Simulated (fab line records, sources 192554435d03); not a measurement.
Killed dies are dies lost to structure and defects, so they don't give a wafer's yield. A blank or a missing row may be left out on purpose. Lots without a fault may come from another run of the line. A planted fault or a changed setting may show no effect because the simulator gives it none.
Chamber matching | flow n5_finfet | N5_BEOL_M8_DEP_56 on pecvd-02: 3 sister chambers
The step deposits SiCN from 3MS/NH3, target thk 10 nm, time 17.5 s. 18 wafers are shown with their chamber, then 9 later ones without.

WAFERS WITH THEIR CHAMBER
wafer  | chamber | throttle_valve_pct (%) | showerhead_plenum_p_Torr (Torr)
L077.1 | 1       | 8.4                    | 3.660
L077.3 | 0       | 9.2                    | 3.665
L077.6 | 1       | 8.3                    | 3.663
L080.2 | 0       | 9.3                    | 3.665
L080.4 | 1       | 8.4                    | 3.652
L080.5 | 2       | 9.1                    | 3.668
L082.1 | 0       | 9.4                    | 3.668
L082.3 | 1       | 8.3                    | 3.671
L082.5 | 0       | 9.4                    | 3.672
L084.2 | 1       | 8.6                    | 3.666
L084.3 | 0       | 9.6                    | 3.669
L084.5 | 1       | 8.6                    | 3.662
L085.3 | 2       | 8.8                    | 3.661
L085.5 | 0       | 9.5                    | 3.664
L085.6 | 1       | 8.4                    | 3.654
L092.3 | 0       | 9.2                    | 3.671
L092.4 | 0       | 9.5                    | 3.672
L092.6 | 2       | 8.9                    | 3.667

SIGNATURES (means of the wafers above)
reading                  | chamber 0 | chamber 1 | chamber 2 | scatter within a chamber
throttle_valve_pct       | 9.387     | 8.429     | 8.933     | 0.139
showerhead_plenum_p_Torr | 3.66825   | 3.66114   | 3.66533   | 0.00493
Rule: a wafer's distance from a chamber is the root of the sum, over the readings, of the square of ((its reading less the chamber's mean) divided by the reading's scatter). The wafer belongs to the nearest chamber; if the next one is less than 2 further off, it can't be placed. The scatter: the root of (the sum of the squares of (reading less its chamber's mean) over the shown wafers, divided by (wafers less chambers)).

WAFERS WITHOUT THEIR CHAMBER
wafer  | throttle_valve_pct (%) | showerhead_plenum_p_Torr (Torr)
L096.1 | 9.0                    | 3.668
L096.5 | 9.4                    | 3.672
L096.6 | 8.8                    | 3.664
L095.2 | 9.0                    | 3.657
L095.4 | 8.3                    | 3.663
L095.6 | 9.2                    | 3.670
L097.1 | 9.2                    | 3.665
L097.2 | 8.4                    | 3.655
L097.3 | 9.0                    | 3.661

WHICH CHAMBER EACH WENT THROUGH
wafer  | from the rows above     | in truth
L096.1 | 2                       | 2
L096.5 | 0                       | 0
L096.6 | can't be placed: 2 or 1 | 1
L095.2 | can't be placed: 2 or 0 | 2
L095.4 | 1                       | 1
L095.6 | can't be placed: 0 or 2 | 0
L097.1 | can't be placed: 0 or 2 | 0
L097.2 | 1                       | 1
L097.3 | 2                       | 2
Placed correctly: 5 of 9. Can't be placed from these rows: 4 (the true chamber is among the candidates in 4). Placed wrongly: 0.
